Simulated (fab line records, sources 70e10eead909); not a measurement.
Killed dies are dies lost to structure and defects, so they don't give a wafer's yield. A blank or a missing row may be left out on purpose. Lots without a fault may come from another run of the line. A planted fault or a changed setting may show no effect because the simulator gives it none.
fab line records | flow nand_harc
record lots=5 wafers=15 last_day=34
route steps=1302 shown A_STAIRCASE@679
lots that met no fault: from a run of the same line without faults
start_h: hours from the record's first day to the start of the lot's first wafer shown | wait_h: hours since the lot's step before | " the same as in the row above | L1.1+2: a row that stands for several wafers | - no value, or no start given | * or withheld: withheld | < > ~ a bound
route shown NAME@n: a module of which the file shows steps, and the number in the route of the first | usual: mean/standard deviation of fault-free wafers | same: alike in all rows | chamber/n: place in a boat | sites: the reading at each site | _std_site: their standard deviation | _edge_site: outer sites' mean less inner sites' | radius_mm: how far each site lies from the wafer's centre | mask NAME#n: copy n | behind: the tool/chamber that last shaped the wafer | hold: why the lot was held/for how many hours/how that ended | device: the transistor (n, p or np) that didn't switch | end of line: the same wafers' tests at the end of the route | a step without rows: its recipe alone | killed: dies lost to structure and defects at the first sort, not the wafer's yield | map: a wafer's dies, x killed, . not, _ none there
set.NAME: the setting as run; set.NAME@STEP: as run at that earlier step | model.NAME: the simulator's own value behind a step, which no gauge read
lots at some steps of the route; a table a step, a row a wafer
services: from which hour (start_h, from the record's first day; less than 0 if before it) a tool's chamber was out of use, for how many hours, and why
## steps
# step NHARC_A_STAIRCASE_TRIM_22
# recipe time_s=211.2 o2_flow_sccm=500 ar_flow_sccm=0 bias_w=0 chemistry=O2
# usual drypump_motor_current_A=5.84/0.29 mfc_ar_sccm=0.008/0.011 oes_product_au=1.002/0.0095 rf_vpp_V=57.9/0.9 showerhead_plenum_p_Torr=3.56/0.13 throttle_valve_pct=17.037/0.0094
# columns lot.wafer tool chamber start_h wait_h drypump_motor_current_A mfc_ar_sccm oes_product_au rf_hours_counter_h rf_vpp_V showerhead_plenum_p_Torr throttle_valve_pct
L079.2 rie_diel-12 1 - - 5.86 0.014 0.994 43 58.3 3.57 17.033
L079.3 " 0 " " 5.72 0.021 0.990 43 58.5 3.56 17.022
L079.6 " 1 " " 5.86 0.014 0.999 - 58.1 3.58 17.018
L088.2 rie_diel-12 0 - - 5.72 0.021 1.006 12 58.3 3.55 17.044
L088.1 " 2 " " 5.68 0 1.014 9 58.2 3.61 17.023
L088.4 " 3 " " 5.90 0 0.997 12 57.7 3.80 17.037
L087.3 rie_diel-02 2 - - 5.80 0.002 1.000 31 57.5 3.43 17.024
L087.2 " 3 " " 5.27 0 1.005 31 58.5 3.64 17.036
L087.4 " 0 " " 6.13 0 1.021 36 57.4 3.72 17.035
L096.1 rie_diel-02 3 - - 5.27 0 0.988 1 58.4 3.63 17.039
L096.3 " 1 " " 5.66 0 0.998 1 56.8 3.34 17.036
L096.5 " 3 " " 5.29 0 0.995 - 58.2 3.62 17.047
L097.1 rie_diel-09 0 - - 5.98 0 1.002 21 57.5 3.62 17.048
L097.2 " 1 " " 5.87 0.030 1.010 28 56.4 3.41 17.028
L097.3 " 2 " " 6.43 0.009 1.004 25 57.7 3.51 17.037
# step NHARC_A_STAIRCASE_ETCH_23
# recipe target_depth_a=1000 time_s=40.5 ion_energy_ev=400 c4f8_flow_sccm=20 o2_flow_sccm=10 ar_flow_sccm=withheld rf_w=600 bias_w=1000 chemistry=C4F8/O2
# usual oes_product_au=0.949/0.013 rf_vpp_V=897/5.1
# columns lot.wafer tool chamber start_h wait_h oes_product_au rf_hours_counter_h rf_vpp_V
L079.2 rie_diel-12 3 - - 0.930 41 888
L079.3 " 1 " " 0.945 43 897
L079.6 " 0 " " 0.946 - 898
L088.1 rie_diel-12 1 - - 0.943 15 896
L088.2 " 2 " " 0.958 9 899
L088.4 " 3 " " 0.940 12 905
L087.4 rie_diel-02 0 - - 0.955 36 903
L087.2 " 1 " " 0.949 37 891
L087.3 " 2 " " 0.945 31 892
L096.1 rie_diel-02 2 - - 0.967 1 894
L096.3 " 3 " " 0.941 1 901
L096.5 " 2 " " 0.961 - 893
L097.1 rie_diel-09 3 - - 0.979 26 904
L097.2 " 0 " " 0.953 21 898
L097.3 " 2 " " 0.967 25 896
# step NHARC_A_STAIRCASE_TRIM_24
# recipe time_s=211.2 o2_flow_sccm=500 ar_flow_sccm=0 bias_w=0 chemistry=O2
# usual drypump_motor_current_A=5.84/0.27 mfc_ar_sccm=0.007/0.011 oes_product_au=1.002/0.01 rf_vpp_V=58.0/0.84 showerhead_plenum_p_Torr=3.57/0.14 throttle_valve_pct=17.034/0.0097
# columns lot.wafer tool chamber start_h wait_h drypump_motor_current_A mfc_ar_sccm oes_product_au rf_hours_counter_h rf_vpp_V showerhead_plenum_p_Torr throttle_valve_pct
L079.2 rie_diel-12 1 - - 5.89 0.014 1.010 43 56.9 3.58 17.021
L079.3 " 0 " " 5.68 0.021 0.993 43 58.3 3.56 17.023
L079.6 " 2 " " 5.67 0 1.020 - 57.8 3.62 17.028
L088.1 rie_diel-12 2 - - 5.66 0 1.000 9 59.3 3.61 17.038
L088.2 " 0 " " 5.70 0.021 0.986 12 57.5 3.55 17.061
L088.4 " 1 " " 5.86 0.014 0.993 15 56.5 3.56 17.032
L087.3 rie_diel-02 0 - - 6.15 0 0.990 36 56.6 3.72 17.038
L087.4 " 1 " " 5.64 0 0.993 37 58.7 3.35 17.034
L087.2 " 2 " " 5.80 0.002 0.997 31 57.3 3.43 17.045
L096.3 rie_diel-02 2 - - 5.75 0.002 1.027 1 58.8 3.42 17.035
L096.1 " 3 " " 5.30 0 1.000 1 57.1 3.62 17.020
L096.5 " 2 " " 5.78 0.002 1.016 - 55.7 3.42 17.039
L097.1 rie_diel-09 0 - - 6.00 0 0.987 21 57.6 3.62 17.038
L097.3 " 1 " " 5.87 0.030 1.000 28 58.4 3.41 17.041
L097.2 " 3 " " 5.82 0.025 0.999 26 57.8 3.72 17.016
# step NHARC_A_STAIRCASE_ETCH_25
# recipe target_depth_a=1000 time_s=40.5 ion_energy_ev=400 c4f8_flow_sccm=20 o2_flow_sccm=10 ar_flow_sccm=withheld rf_w=600 bias_w=1000 chemistry=C4F8/O2
# usual oes_product_au=0.946/0.012 rf_vpp_V=897/5
# columns lot.wafer tool chamber start_h wait_h oes_product_au rf_hours_counter_h rf_vpp_V
L079.2 rie_diel-12 0 - - 0.947 44 896
L079.3 " 1 " " 0.947 43 899
L079.6 " 1 " " 0.940 - 898
L088.1 rie_diel-12 0 - - 0.952 12 897
L088.4 " 1 " " 0.948 15 896
L088.2 " 3 " " 0.934 13 906
L087.3 rie_diel-02 0 - - 0.950 36 901
L087.2 " 1 " " 0.941 37 890
L087.4 " 2 " " 0.941 31 893
L096.3 rie_diel-02 0 - - 0.933 1 903
L096.1 " 3 " " 0.925 1 900
L096.5 " 0 " " 0.931 - 902
L097.1 rie_diel-09 0 - - 0.937 21 899
L097.3 " 2 " " 0.963 25 897
L097.2 " 3 " " 0.967 26 903
# step NHARC_A_STAIRCASE_TRIM_26
# recipe time_s=211.2 o2_flow_sccm=500 ar_flow_sccm=0 bias_w=0 chemistry=O2
# usual drypump_motor_current_A=5.85/0.29 mfc_ar_sccm=0.008/0.011 oes_product_au=1.002/0.0096 rf_vpp_V=57.8/0.91 showerhead_plenum_p_Torr=3.56/0.14 throttle_valve_pct=17.037/0.0083
# columns lot.wafer tool chamber start_h wait_h drypump_motor_current_A mfc_ar_sccm oes_product_au rf_hours_counter_h rf_vpp_V showerhead_plenum_p_Torr throttle_valve_pct
L079.3 rie_diel-12 0 - - 5.71 0.021 0.996 44 57.7 3.56 17.043
L079.2 " 1 " " 5.89 0.014 1.006 43 59.6 3.58 17.026
L079.6 " 3 " " 5.90 0 0.986 - 55.7 3.28 17.035
L088.2 rie_diel-12 1 - - 5.88 0.014 1.003 15 58.8 3.56 17.033
L088.1 " 2 " " 5.64 0 1.007 9 58.7 3.61 17.046
L088.4 " 3 " " 5.90 0 0.999 13 59.4 3.80 17.048
L087.4 rie_diel-02 0 - - 6.11 0 1.007 36 58.4 3.72 17.029
L087.2 " 1 " " 5.63 0 1.008 37 58.2 3.35 17.042
L087.3 " 2 " " 5.77 0.002 1.010 31 55.6 3.43 17.036
L096.3 rie_diel-02 2 - - 5.82 0.002 1.028 1 57.1 3.42 17.039
L096.1 " 1 " " 5.65 0 1.013 1 57.2 3.34 17.023
L096.5 " 3 " " 5.28 0 0.994 - 59.0 3.62 17.043
L097.3 rie_diel-09 3 - - 5.86 0.025 1.003 26 58.6 3.72 17.037
L097.1 " 0 " " 6.00 0 0.995 21 58.4 3.62 17.043
L097.2 " 1 " " 5.89 0.030 1.013 29 58.1 3.41 17.050
# step NHARC_A_STAIRCASE_ETCH_27
# recipe target_depth_a=1000 time_s=40.5 ion_energy_ev=400 c4f8_flow_sccm=20 o2_flow_sccm=10 ar_flow_sccm=withheld rf_w=600 bias_w=1000 chemistry=C4F8/O2
# usual oes_product_au=0.945/0.011 rf_vpp_V=897/5.1
# columns lot.wafer tool chamber start_h wait_h oes_product_au rf_hours_counter_h rf_vpp_V
L079.3 rie_diel-12 3 - - 0.935 41 887
L079.2 " 1 " " 0.956 43 897
L079.6 " 0 " " 0.939 - 898
L088.1 rie_diel-12 2 - - 0.954 9 899
L088.2 " 3 " " 0.920 13 906
L088.4 " 1 " " 0.941 15 897
L087.2 rie_diel-02 3 - - 0.947 31 900
L087.4 " 1 " " 0.940 37 890
L087.3 " 2 " " 0.948 31 892
L096.3 rie_diel-02 1 - - 0.970 1 889
L096.1 " 3 " " 0.930 1 899
L096.5 " 0 " " 0.949 - 903
L097.3 rie_diel-09 2 - - 0.948 25 896
L097.1 " 3 " " 0.952 26 903
L097.2 " 0 " " 0.931 21 898
# step NHARC_A_STAIRCASE_STRIP_175
# recipe power_w=1500 temp_c=250 chemistry=O2
# usual drypump_motor_current_A=5.8/0.4 heater_power_w=328/24
# columns lot.wafer tool chamber start_h wait_h drypump_motor_current_A heater_power_w rf_hours_counter_h
L079.2 plasma_asher-02 1 402.91 0.1 6.2 295 30
L079.3 " 1 " " 6.3 294 -
L079.6 " 0 " " 6.0 300 -
L088.2 plasma_asher-02 0 497.96 0.1 6.0 304 13
L088.1 " 1 " " 6.3 311 13
L088.4 " 1 " " 6.3 309 -
L087.2 plasma_asher-01 0 501.82 0.1 5.9 359 31
L087.4 " 1 " " 5.2 352 -
L087.3 " 0 " " 5.8 357 -
L096.1 plasma_asher-01 1 582.84 0.1 5.2 350 11
L096.3 " 1 " " 5.2 362 -
L096.5 " 0 " " 5.8 345 -
L097.1 plasma_asher-01 0 583.38 0.1 5.8 332 11
L097.2 " 1 " " 5.2 355 11
L097.3 " 0 " " 5.8 335 -
# step NHARC_A_STAIRCASE_STRIP_148
# recipe time_s=900 temp_c=130 chemistry=SPM
# columns lot.wafer tool chamber start_h wait_h
L079.2+3+6 wet_bench-01 4,7,1 403.25 0.3
L088.4+2+1 wet_bench-06 2,3,4 498.32 0.2
L087.2+4+3 wet_bench-02 4,0,1 502.12 0.3
L096.1+3+5 wet_bench-02 1,2,3 583.21 0.3
L097.2+3+1 wet_bench-06 6,7,0 583.76 0.3
# step NHARC_A_STAIRCASE_PRECLEAN_149
# recipe time_s=* temp_c=50 bath_age_min=0 chemistry=SC1
# columns lot.wafer tool chamber start_h wait_h
L079.2+3+6 wet_bench-01 4,7,1 - -
L088.4+2+1 wet_bench-06 2,3,4 - -
L087.2+4+3 wet_bench-02 4,0,1 - -
L096.1+3+5 wet_bench-02 1,2,3 - -
L097.2+3+1 wet_bench-06 6,7,0 - -
# step NHARC_A_STAIRCASE_SRD_150
# columns lot.wafer tool chamber start_h wait_h
L079.2+3+6 wet_bench-01 4,7,1 - -
L088.4+2+1 wet_bench-06 2,3,4 - -
L087.2+4+3 wet_bench-02 4,0,1 - -
L096.1+3+5 wet_bench-02 1,2,3 - -
L097.2+3+1 wet_bench-06 6,7,0 - -
# step NHARC_A_STAIRCASE_DEHYDRATE_176
# recipe temp_c=150 time_s=120
# usual plate_temp_C=149.99/0.14
# columns lot.wafer tool chamber start_h wait_h plate_temp_C
L079.2 litho_track-05 0 403.71 - 150.14
L079.3 " 0 " " 150.43
L079.6 " 0 " " 149.97
L088.1 litho_track-07 0 498.77 - 150.18
L088.2 " 0 " " 149.97
L088.4 " 0 " " 150.03
L087.2 litho_track-02 0 502.58 - 149.93
L087.3 " 0 " " 149.95
L087.4 " 0 " " 150.02
L096.1 litho_track-07 0 583.66 - 149.92
L096.3 " 0 " " 149.90
L096.5 " 0 " " 149.99
L097.1 litho_track-07 0 584.18 - 149.88
L097.2 " 0 " " 149.72
L097.3 " 0 " " 150.07
# step NHARC_A_STAIRCASE_HMDS_177
# recipe time_s=30
# columns lot.wafer tool chamber start_h wait_h
L079.2+3+6 litho_track-05 0 - -
L088.1+2+4 litho_track-07 0 - -
L087.2+3+4 litho_track-02 0 - -
L096.1+3+5 litho_track-07 0 - -
L097.1+2+3 litho_track-07 0 - -
# step NHARC_A_STAIRCASE_COAT_178
# recipe spin_rpm=1200
# columns lot.wafer tool chamber start_h wait_h
L079.2+3+6 litho_track-05 0 - -
L088.1+2+4 litho_track-07 0 - -
L087.2+3+4 litho_track-02 0 - -
L096.1+3+5 litho_track-07 0 - -
L097.1+2+3 litho_track-07 0 - -
# step NHARC_A_STAIRCASE_SOFTBAKE_179
# recipe temp_c=135 time_s=170
# usual plate_temp_C=135.00/0.15
# columns lot.wafer tool chamber start_h wait_h plate_temp_C
L079.2 litho_track-05 0 - - 134.85
L079.3 " 0 " " 134.80
L079.6 " 0 " " 134.83
L088.1 litho_track-07 0 - - 135.20
L088.2 " 0 " " 135.07
L088.4 " 0 " " 135.13
L087.2 litho_track-02 0 - - 135.11
L087.3 " 0 " " 135.11
L087.4 " 0 " " 134.96
L096.1 litho_track-07 0 - - 134.75
L096.3 " 0 " " 135.06
L096.5 " 0 " " 134.90
L097.1 litho_track-07 0 - - 135.32
L097.2 " 0 " " 135.09
L097.3 " 0 " " 135.01
# step NHARC_A_STAIRCASE_EBR_180
# columns lot.wafer tool chamber start_h wait_h
L079.2+3+6 litho_track-05 0 - -
L088.1+2+4 litho_track-07 0 - -
L087.2+3+4 litho_track-02 0 - -
L096.1+3+5 litho_track-07 0 - -
L097.1+2+3 litho_track-07 0 - -
# step NHARC_A_STAIRCASE_EXPOSE_181
# recipe na=0.5 dose_mj=27.87 mask_id=STAIR_2
# columns lot.wafer tool chamber start_h wait_h mask
L079.2+3+6 krf_scanner-04 0 404.04 - STAIR_2#0
L088.1+2+4 krf_scanner-03 0 499.10 - STAIR_2#0
L087.2+3+4 krf_scanner-04 0 502.92 - STAIR_2#0
L096.1+3+5 krf_scanner-04 0 584.00 - STAIR_2#0
L097.1+2+3 krf_scanner-04 0 584.39 - STAIR_2#0
# step NHARC_A_STAIRCASE_PEB_182
# recipe peb_temp_c=115 peb_time_s=130
# usual plate_temp_C=115.00/0.11
# columns lot.wafer tool chamber start_h wait_h plate_temp_C
L079.2 litho_track-07 0 404.11 0.1 115.15
L079.3 " 0 " " 115.04
L079.6 " 0 " " 114.93
L088.1 litho_track-05 0 499.17 0.1 115.18
L088.2 " 0 " " 115.27
L088.4 " 0 " " 115.09
L087.2 litho_track-07 0 502.98 0.1 115.09
L087.3 " 0 " " 114.98
L087.4 " 0 " " 114.98
L096.1 litho_track-05 0 584.06 0.1 114.93
L096.3 " 0 " " 114.98
L096.5 " 0 " " 114.92
L097.1 litho_track-05 0 584.46 0.1 115.04
L097.2 " 0 " " 115.02
L097.3 " 0 " " 115.19
# step NHARC_A_STAIRCASE_DEVELOP_183
# recipe time_s=140
# columns lot.wafer tool chamber start_h wait_h
L079.2+3+6 litho_track-07 0 - -
L088.1+2+4 litho_track-05 0 - -
L087.2+3+4 litho_track-07 0 - -
L096.1+3+5 litho_track-05 0 - -
L097.1+2+3 litho_track-05 0 - -
# step NHARC_A_STAIRCASE_HARDBAKE_185
# recipe temp_c=120 time_s=140
# columns lot.wafer tool chamber start_h wait_h
L079.2+3+6 litho_track-07 0 404.33 -
L088.1+2+4 litho_track-07 0 499.38 -
L087.2+3+4 litho_track-05 0 503.20 -
L096.1+3+5 litho_track-05 0 584.28 -
L097.1+2+3 litho_track-07 0 584.67 -
# step NHARC_A_STAIRCASE_DESCUM_186
# recipe time_s=3 o2_flow_sccm=200 ar_flow_sccm=0 bias_power_w=0 chemistry=O2
# usual drypump_motor_current_A=5.84/0.29 mfc_ar_sccm=0.008/0.011 oes_product_au=1.002/0.0099 rf_vpp_V=57.8/0.98 showerhead_plenum_p_Torr=1.94/0.082 throttle_valve_pct=11.310/0.0088
# columns lot.wafer tool chamber start_h wait_h drypump_motor_current_A mfc_ar_sccm oes_product_au rf_hours_counter_h rf_vpp_V showerhead_plenum_p_Torr throttle_valve_pct
L079.2 rie_diel-09 3 404.44 - 5.85 0.025 1.016 30 56.9 2.05 11.301
L079.3 " 0 " " 5.99 0 0.995 27 57.0 1.98 11.316
L079.6 " 2 " " 6.50 0.009 0.996 - 57.9 1.92 11.316
L088.4 rie_diel-12 3 499.48 - 5.90 0 0.995 13 59.0 2.07 11.320
L088.2 " 0 " " 5.69 0.021 1.000 13 56.8 1.93 11.300
L088.1 " 1 " " 5.86 0.014 1.003 16 57.4 1.93 11.315
L087.3 rie_diel-02 2 503.47 - 5.77 0.002 0.990 32 57.4 1.86 11.305
L087.2 " 3 " " 5.25 0 1.009 31 57.9 1.98 11.318
L087.4 " 0 " " 6.11 0 0.998 37 57.9 2.02 11.318
L096.3 rie_diel-12 0 584.38 - 5.69 0.021 0.994 47 56.5 1.91 11.300
L096.1 " 2 " " 5.66 0 1.007 46 58.2 1.95 11.324
L096.5 " 3 " " 5.88 0 0.984 - 57.5 2.06 11.305
L097.3 rie_diel-02 1 584.77 - 5.59 0 1.005 1 56.6 1.80 11.309
L097.1 " 2 " " 5.78 0.002 1.013 1 57.1 1.85 11.306
L097.2 " 3 " " 5.27 0 0.992 1 58.0 1.97 11.331
# step NHARC_A_STAIRCASE_TRIM_187
# recipe time_s=211.2 o2_flow_sccm=500 ar_flow_sccm=0 bias_w=0 chemistry=O2
# usual drypump_motor_current_A=5.9/0.3 mfc_ar_sccm=0.008/0.011 oes_product_au=1.002/0.01 rf_vpp_V=57.9/0.9 showerhead_plenum_p_Torr=3.58/0.13 throttle_valve_pct=17.036/0.0097
# columns lot.wafer tool chamber start_h wait_h drypump_motor_current_A mfc_ar_sccm oes_product_au rf_hours_counter_h rf_vpp_V showerhead_plenum_p_Torr throttle_valve_pct
L079.3 rie_diel-09 1 404.58 0.1 5.9 0.030 1.005 20 56.1 3.44 17.055
L079.2 " 2 " " 6.5 0.009 1.000 19 58.6 3.54 17.039
L079.6 " 0 " " 5.9 0 1.002 - 58.8 3.65 17.049
L088.2 rie_diel-12 1 499.56 0.1 5.9 0.014 0.996 16 58.6 3.56 17.027
L088.4 " 3 " " 5.9 0 0.987 13 58.3 3.80 17.049
L088.1 " 0 " " 5.7 0.021 0.999 13 59.9 3.55 17.020
L087.3 rie_diel-02 2 503.63 0.2 5.8 0.002 0.998 32 56.9 3.43 17.035
L087.4 " 3 " " 5.2 0 1.014 31 57.0 3.64 17.031
L087.2 " 0 " " 6.2 0 1.011 37 58.8 3.72 17.028
L096.1 rie_diel-12 0 584.47 0.1 5.7 0.021 0.999 47 56.5 3.53 17.038
L096.3 " 2 " " 5.7 0 1.016 46 58.4 3.59 17.026
L096.5 " 3 " " 5.9 0 0.974 - 59.2 3.78 17.040
L097.1 rie_diel-02 2 584.85 0.1 5.8 0.002 1.025 1 57.4 3.42 17.026
L097.3 " 3 " " 5.3 0 1.001 1 57.1 3.62 17.031
L097.2 " 1 " " 5.7 0 1.008 1 57.4 3.34 17.035
# step NHARC_A_STAIRCASE_ETCH_188
# recipe target_depth_a=1000 time_s=40.5 ion_energy_ev=400 c4f8_flow_sccm=20 o2_flow_sccm=10 ar_flow_sccm=withheld rf_w=600 bias_w=1000 chemistry=C4F8/O2
# usual oes_product_au=0.941/0.012 rf_vpp_V=898/5
# columns lot.wafer tool chamber start_h wait_h oes_product_au rf_hours_counter_h rf_vpp_V
L079.3 rie_diel-09 3 - - 0.940 30 905
L079.2 " 0 " " 0.926 27 901
L079.6 " 2 " " 0.926 - 895
L088.2 rie_diel-12 3 - - 0.943 13 906
L088.4 " 1 " " 0.943 16 898
L088.1 " 2 " " 0.933 10 901
L087.3 rie_diel-02 0 - - 0.929 37 904
L087.2 " 2 " " 0.920 32 893
L087.4 " 3 " " 0.936 32 900
L096.3 rie_diel-12 2 - - 0.948 46 898
L096.1 " 3 " " 0.937 44 904
L096.5 " 0 " " 0.950 - 896
L097.1 rie_diel-02 3 - - 0.945 1 901
L097.3 " 1 " " 0.954 1 889
L097.2 " 2 " " 0.963 1 891
# step NHARC_A_STAIRCASE_TRIM_189
# recipe time_s=211.2 o2_flow_sccm=500 ar_flow_sccm=0 bias_w=0 chemistry=O2
# usual drypump_motor_current_A=5.84/0.28 mfc_ar_sccm=0.008/0.011 oes_product_au=1.002/0.0098 rf_vpp_V=58.0/0.93 showerhead_plenum_p_Torr=3.58/0.14 throttle_valve_pct=17.037/0.0093
# columns lot.wafer tool chamber start_h wait_h drypump_motor_current_A mfc_ar_sccm oes_product_au rf_hours_counter_h rf_vpp_V showerhead_plenum_p_Torr throttle_valve_pct
L079.2 rie_diel-09 0 - - 6.02 0 0.998 27 58.3 3.65 17.045
L079.3 " 3 " " 5.86 0.025 1.012 30 59.3 3.76 17.042
L079.6 " 0 " " 5.99 0 1.002 - 58.6 3.65 17.042
L088.2 rie_diel-12 1 - - 5.89 0.014 1.005 16 59.1 3.56 17.033
L088.1 " 2 " " 5.66 0 1.016 10 59.9 3.61 17.028
L088.4 " 3 " " 5.89 0 0.999 13 60.0 3.80 17.039
L087.3 rie_diel-02 2 - - 5.76 0.002 1.002 33 56.9 3.43 17.045
L087.4 " 3 " " 5.27 0 1.009 32 55.1 3.64 17.034
L087.2 " 0 " " 6.12 0 1.016 38 58.0 3.72 17.025
L096.1 rie_diel-12 3 - - 5.89 0 0.985 44 58.5 3.78 17.028
L096.3 " 2 " " 5.69 0 1.005 46 57.1 3.59 17.042
L096.5 " 2 " " 5.68 0 1.001 - 57.8 3.59 17.038
L097.3 rie_diel-02 1 - - 5.69 0 1.021 1 57.4 3.34 17.040
L097.1 " 3 " " 5.27 0 1.001 1 57.9 3.62 17.023
L097.2 " 0 " " 6.11 0 1.004 1 58.2 3.71 17.042
# step NHARC_A_STAIRCASE_ETCH_190
# recipe target_depth_a=1000 time_s=40.5 ion_energy_ev=400 c4f8_flow_sccm=20 o2_flow_sccm=10 ar_flow_sccm=withheld rf_w=600 bias_w=1000 chemistry=C4F8/O2
# usual oes_product_au=0.943/0.01 rf_vpp_V=898/4.9
# columns lot.wafer tool chamber start_h wait_h oes_product_au rf_hours_counter_h rf_vpp_V
L079.2 rie_diel-09 3 - - 0.948 30 904
L079.3 " 0 " " 0.937 27 901
L079.6 " 0 " " 0.936 - 900
L088.1 rie_diel-12 3 - - 0.945 13 904
L088.4 " 1 " " 0.942 16 897
L088.2 " 2 " " 0.963 10 898
L087.3 rie_diel-02 0 - - 0.951 38 902
L087.4 " 1 " " 0.943 39 888
L087.2 " 3 " " 0.938 32 899
L096.1 rie_diel-12 0 - - 0.943 47 895
L096.3 " 2 " " 0.947 46 899
L096.5 " 2 " " 0.944 - 900
L097.3 rie_diel-02 0 - - 0.963 1 902
L097.2 " 2 " " 0.967 1 891
L097.1 " 3 " " 0.944 1 900
# step NHARC_A_STAIRCASE_TRIM_191
# recipe time_s=211.2 o2_flow_sccm=500 ar_flow_sccm=0 bias_w=0 chemistry=O2
# usual drypump_motor_current_A=5.9/0.31 mfc_ar_sccm=0.008/0.011 oes_product_au=1.003/0.01 rf_vpp_V=57.8/0.92 showerhead_plenum_p_Torr=3.59/0.13 throttle_valve_pct=17.037/0.0092
# columns lot.wafer tool chamber start_h wait_h drypump_motor_current_A mfc_ar_sccm oes_product_au rf_hours_counter_h rf_vpp_V showerhead_plenum_p_Torr throttle_valve_pct
L079.2 rie_diel-09 2 - - 6.4 0.009 1.016 24 57.9 3.54 17.031
L079.3 " 3 " " 5.8 0.025 1.034 34 58.1 3.76 17.027
L079.6 " 3 " " 5.9 0.025 1.015 - 56.7 3.76 17.031
L088.1 rie_diel-12 3 - - 5.9 0 0.998 13 59.9 3.80 17.044
L088.4 " 0 " " 5.7 0.021 1.015 13 58.4 3.55 17.031
L088.2 " 1 " " 5.9 0.014 0.993 16 57.1 3.56 17.032
L087.2 rie_diel-02 3 - - 5.3 0 1.007 32 59.3 3.64 17.040
L087.4 " 1 " " 5.7 0 1.002 39 57.2 3.35 17.044
L087.3 " 2 " " 5.8 0.002 0.991 33 56.9 3.43 17.037
L096.3 rie_diel-12 3 - - 5.9 0 0.988 44 58.2 3.78 17.024
L096.1 " 2 " " 5.7 0 1.013 46 58.4 3.59 17.044
L096.5 " 2 " " 5.7 0 1.002 - 58.0 3.59 17.051
L097.2 rie_diel-02 3 - - 5.3 0 0.997 1 58.1 3.62 17.051
L097.3 " 0 " " 6.1 0 0.990 1 59.5 3.71 17.041
L097.1 " 1 " " 5.7 0 1.002 1 57.1 3.34 17.047
# step NHARC_A_STAIRCASE_ETCH_192
# recipe target_depth_a=1000 time_s=40.5 ion_energy_ev=400 c4f8_flow_sccm=20 o2_flow_sccm=10 ar_flow_sccm=withheld rf_w=600 bias_w=1000 chemistry=C4F8/O2
# usual oes_product_au=0.944/0.011 rf_vpp_V=898/5.1
# columns lot.wafer tool chamber start_h wait_h oes_product_au rf_hours_counter_h rf_vpp_V
L079.2 rie_diel-09 3 - - 0.953 34 904
L079.3 " 2 " " 0.938 24 896
L079.6 " 0 " " 0.938 - 899
L088.2 rie_diel-12 2 - - 0.966 10 896
L088.1 " 0 " " 0.946 14 897
L088.4 " 1 " " 0.940 17 895
L087.2 rie_diel-02 0 - - 0.939 38 904
L087.4 " 1 " " 0.946 39 889
L087.3 " 2 " " 0.940 33 893
L096.1 rie_diel-12 0 - - 0.952 48 896
L096.3 " 2 " " 0.956 46 898
L096.5 " 3 " " 0.927 - 905
L097.2 rie_diel-02 3 - - 0.938 1 900
L097.3 " 1 " " 0.966 1 890
L097.1 " 2 " " 0.958 1 891
# step NHARC_A_STAIRCASE_TRIM_193
# recipe time_s=211.2 o2_flow_sccm=500 ar_flow_sccm=0 bias_w=0 chemistry=O2
# usual drypump_motor_current_A=5.9/0.31 mfc_ar_sccm=0.008/0.011 oes_product_au=1.002/0.01 rf_vpp_V=58.0/0.87 showerhead_plenum_p_Torr=3.58/0.13 throttle_valve_pct=17.037/0.0089
# columns lot.wafer tool chamber start_h wait_h drypump_motor_current_A mfc_ar_sccm oes_product_au rf_hours_counter_h rf_vpp_V showerhead_plenum_p_Torr throttle_valve_pct
L079.2 rie_diel-09 3 - - 5.8 0.025 1.009 34 58.9 3.76 17.028
L079.3 " 0 " " 6.0 0 0.997 32 57.2 3.65 17.053
L079.6 " 2 " " 6.5 0.009 1.004 - 58.9 3.54 17.032
L088.4 rie_diel-12 0 - - 5.7 0.021 0.998 14 56.6 3.55 17.028
L088.1 " 2 " " 5.7 0 1.002 11 58.3 3.61 17.033
L088.2 " 3 " " 5.9 0 0.992 14 58.0 3.80 17.045
L087.2 rie_diel-02 2 - - 5.8 0.002 0.999 33 55.8 3.43 17.041
L087.4 " 0 " " 6.1 0 1.014 38 59.1 3.72 17.040
L087.3 " 1 " " 5.6 0 1.003 39 57.2 3.35 17.037
L096.1 rie_diel-12 2 - - 5.7 0 1.014 46 57.6 3.59 17.042
L096.3 " 3 " " 5.9 0 0.981 45 58.0 3.78 17.037
L096.5 " 2 " " 5.7 0 1.014 - 56.5 3.59 17.037
L097.1 rie_diel-02 1 - - 5.6 0 1.014 1 57.9 3.34 17.029
L097.3 " 3 " " 5.2 0 0.997 1 57.5 3.62 17.033
L097.2 " 0 " " 6.1 0 1.003 1 58.1 3.71 17.034
# step NHARC_A_STAIRCASE_ETCH_194
# recipe target_depth_a=1000 time_s=40.5 ion_energy_ev=400 c4f8_flow_sccm=20 o2_flow_sccm=10 ar_flow_sccm=withheld rf_w=600 bias_w=1000 chemistry=C4F8/O2
# usual oes_product_au=0.945/0.011 rf_vpp_V=897/5
# columns lot.wafer tool chamber start_h wait_h oes_product_au rf_hours_counter_h rf_vpp_V
L079.2 rie_diel-09 2 - - 0.949 24 897
L079.3 " 0 " " 0.934 32 899
L079.6 " 0 " " 0.941 - 899
L088.4 rie_diel-12 1 - - 0.945 17 899
L088.1 " 2 " " 0.977 11 898
L088.2 " 3 " " 0.936 14 905
L087.2 rie_diel-02 1 - - 0.945 39 888
L087.3 " 2 " " 0.941 34 893
L087.4 " 3 " " 0.935 33 899
L096.3 rie_diel-12 0 - - 0.939 48 896
L096.1 " 2 " " 0.938 46 895
L096.5 " 3 " " 0.933 - 906
L097.3 rie_diel-02 1 - - 0.935 1 890
L097.1 " 3 " " 0.932 2 900
L097.2 " 0 " " 0.941 1 903
## services
# columns tool chamber start_h hours kind
rie_diel-09 2 384.43 16.1 repair
rie_diel-02 - 393.85 9.0 pm
krf_scanner-03 - 396.00 4.0 pm
litho_track-02 - 402.00 7.0 pm
wet_bench-02 - 420.00 8.0 pm
krf_scanner-04 - 424.06 0.9 repair
litho_track-07 - 426.00 7.0 pm
plasma_asher-02 - 426.00 9.0 pm
rie_diel-12 - 445.96 9.0 pm
wet_bench-01 - 453.60 8.0 pm
plasma_asher-01 - 464.71 2.0 repair
litho_track-05 - 474.00 7.0 pm
rie_diel-12 2 474.63 9.5 repair
rie_diel-09 1 490.75 10.6 repair
rie_diel-09 0 497.32 16.6 repair
rie_diel-09 - 497.91 9.0 pm
plasma_asher-01 - 519.75 9.0 pm
krf_scanner-04 - 526.00 4.0 pm
wet_bench-06 - 545.60 8.0 pm
plasma_asher-02 - 561.50 2.7 repair
rie_diel-09 0 566.90 9.3 repair
krf_scanner-03 - 568.00 4.0 pm
rie_diel-02 - 570.88 9.0 pm
litho_track-02 - 577.00 7.0 pm
## key
fault none
